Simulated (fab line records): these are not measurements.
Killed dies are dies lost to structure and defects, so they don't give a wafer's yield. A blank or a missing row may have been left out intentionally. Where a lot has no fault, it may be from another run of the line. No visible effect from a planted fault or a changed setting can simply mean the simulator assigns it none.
Split-lot trial | flow n5 finfet | 21 wafers read from 7 lots, route of 1938 steps

== SPLIT DETAILS ==
At N5_DUMMY_GATE_CVD_03 (deposits a-Si from SiH4, target thk 150 nm, time 8042 s), the setting temp c was moved away from the recipe's 530 C on 12 of the 21 wafers read, by +2.4% to +4.2%. All remaining wafers had this setting at the recipe value.

The split's own step is where the reading is taken.

== THE READING ==
a-Si_of_DUMMY_GATE_CVD_03.thk nm (the simulator's own value, which no gauge read), in nm, at N5_DUMMY_GATE_CVD_03 (deposits a-Si from SiH4, target thk 150 nm, time 8042 s). The file does not state a usual value for it. Average 150.1 nm, standard deviation 0.92 nm, over the 9 wafers here run with the recipe.

wafer  | tool, chamber at the split | temp c as run, C | against the recipe | a-Si_of_DUMMY_GATE_CVD_03.thk nm, nm | against lot-mates on the recipe
L074.1 | -, -                       | 530              | recipe             | 149.2                                | -
L074.4 | -, -                       | 530              | recipe             | 149.8                                | -
L074.6 | -, -                       | 530              | recipe             | 148.8                                | -
L078.1 | -, -                       | 542.8            | +2.4%              | 213                                  | no lot-mate on the recipe
L078.2 | -, -                       | 542.8            | +2.4%              | 212                                  | no lot-mate on the recipe
L078.5 | -, -                       | 542.8            | +2.4%              | 212.6                                | no lot-mate on the recipe
L081.1 | -, -                       | 544.1            | +2.7%              | 218.4                                | no lot-mate on the recipe
L081.4 | -, -                       | 544.1            | +2.7%              | 218.6                                | no lot-mate on the recipe
L081.6 | -, -                       | 544.1            | +2.7%              | 218.8                                | no lot-mate on the recipe
L083.1 | -, -                       | 530              | recipe             | 150.8                                | -
L083.2 | -, -                       | 530              | recipe             | 150.8                                | -
L083.4 | -, -                       | 530              | recipe             | 152                                  | -
L084.2 | lpcvd-02, 0/45             | 530              | recipe             | 150                                  | -
L084.3 | lpcvd-02, 0/50,0/64        | 530              | recipe             | 149.6                                | -
L084.6 | lpcvd-02, 0/50,0/64        | 530              | recipe             | 149.6                                | -
L093.3 | -, -                       | 552.4            | +4.2%              | 275.6                                | no lot-mate on the recipe
L093.4 | -, -                       | 552.4            | +4.2%              | 274.8                                | no lot-mate on the recipe
L093.6 | -, -                       | 552.4            | +4.2%              | 277.4                                | no lot-mate on the recipe
L094.1 | -, -                       | 543.2            | +2.5%              | 216.4                                | no lot-mate on the recipe
L094.5 | -, -                       | 543.2            | +2.5%              | 217.2                                | no lot-mate on the recipe
L094.6 | -, -                       | 543.2            | +2.5%              | 216.2                                | no lot-mate on the recipe
If several chambers appear in one row, that row covers several wafers at once and the file leaves open which wafer was in which chamber.

THE FIT
A straight line over all 21 wafers: a-Si_of_DUMMY_GATE_CVD_03.thk nm changes by +28.4 nm for each +1% of temp c; r = +1.00; the points scatter about the line by 4.4 nm.
Too few moved wafers with a lot-mate on the recipe to fit a line net of each lot's own level.

== THE WHOLE CHAIN: every reading that the file lists as answering this split, in the file's order ==
step                 | what it does                                            | reading                                                                           | change (the file's fit)              | r (the file's)
N5_DUMMY_GATE_CVD_03 | deposits a-Si from SiH4, target thk 150 nm, time 8042 s | a-Si_of_DUMMY_GATE_CVD_03.thk nm (the simulator's own value, which no gauge read) | +28.4 nm for each +1% of the setting | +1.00
N5_DUMMY_GATE_CMP_04 | polishes a-Si                                           | time to endpoint s                                                                | withheld for each +1% of the setting | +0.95

== THE FILE'S OWN FIT ==
a-Si_of_DUMMY_GATE_CVD_03.thk nm changes by +28.4 nm for each +1% of temp c, r = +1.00.
